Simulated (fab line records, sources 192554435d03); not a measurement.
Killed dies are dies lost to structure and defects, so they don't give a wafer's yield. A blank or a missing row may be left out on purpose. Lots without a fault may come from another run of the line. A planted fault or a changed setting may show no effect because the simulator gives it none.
Chamber matching | flow n5_finfet | N5_MOL_CONTACT_COAG_DESCUM_13 on rie_diel-01: 4 sister chambers
The step chemistry O2, time 7 s. 8 wafers are shown with their chamber, then 10 later ones without.

WAFERS WITH THEIR CHAMBER
wafer  | chamber | showerhead_plenum_p_Torr (Torr) | throttle_valve_pct (%)
L077.3 | 3       | 1.97                            | 20.58
L080.2 | 3       | 1.97                            | 20.59
L082.6 | 0       | 2.09                            | 20.38
L089.2 | 2       | 2.12                            | 20.26
L089.4 | 1       | 2.22                            | 20.46
L089.6 | 2       | 2.12                            | 20.28
L090.1 | 1       | 2.22                            | 20.45
L090.5 | 0       | 2.08                            | 20.41

WAFERS WITHOUT THEIR CHAMBER
wafer  | showerhead_plenum_p_Torr (Torr) | throttle_valve_pct (%)
L090.6 | 2.22                            | 20.44
L093.3 | 2.08                            | 20.41
L093.4 | 2.12                            | 20.28
L093.5 | 2.08                            | 20.42
L094.4 | 2.08                            | 20.44
L094.5 | 2.08                            | 20.42
L094.6 | 2.22                            | 20.13
L097.1 | 2.11                            | 20.29
L097.4 | 2.21                            | 20.47
L097.5 | 2.21                            | 20.48

WHICH CHAMBER EACH WENT THROUGH
wafer  | from the rows above | in truth
L090.6 | 1                   | 1
L093.3 | 0                   | 0
L093.4 | 2                   | 2
L093.5 | 0                   | 0
L094.4 | 0                   | 0
L094.5 | 0                   | 0
L094.6 | 1                   | 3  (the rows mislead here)
L097.1 | 2                   | 2
L097.4 | 1                   | 1
L097.5 | 1                   | 1
Placed correctly: 9 of 10. Can't be placed from these rows: 0. Placed wrongly: 1.
How it was worked out, from the rows above alone: a wafer's distance from a chamber is the root of the sum, over the readings, of the square of ((its reading less the chamber's mean) divided by the reading's scatter). The wafer belongs to the nearest chamber; if the next one is less than 2 further off, it can't be placed. A chamber's mean is the mean of its shown wafers. The scatter: the root of (the sum of the squares of (reading less its chamber's mean) over the shown wafers, divided by (wafers less chambers)).
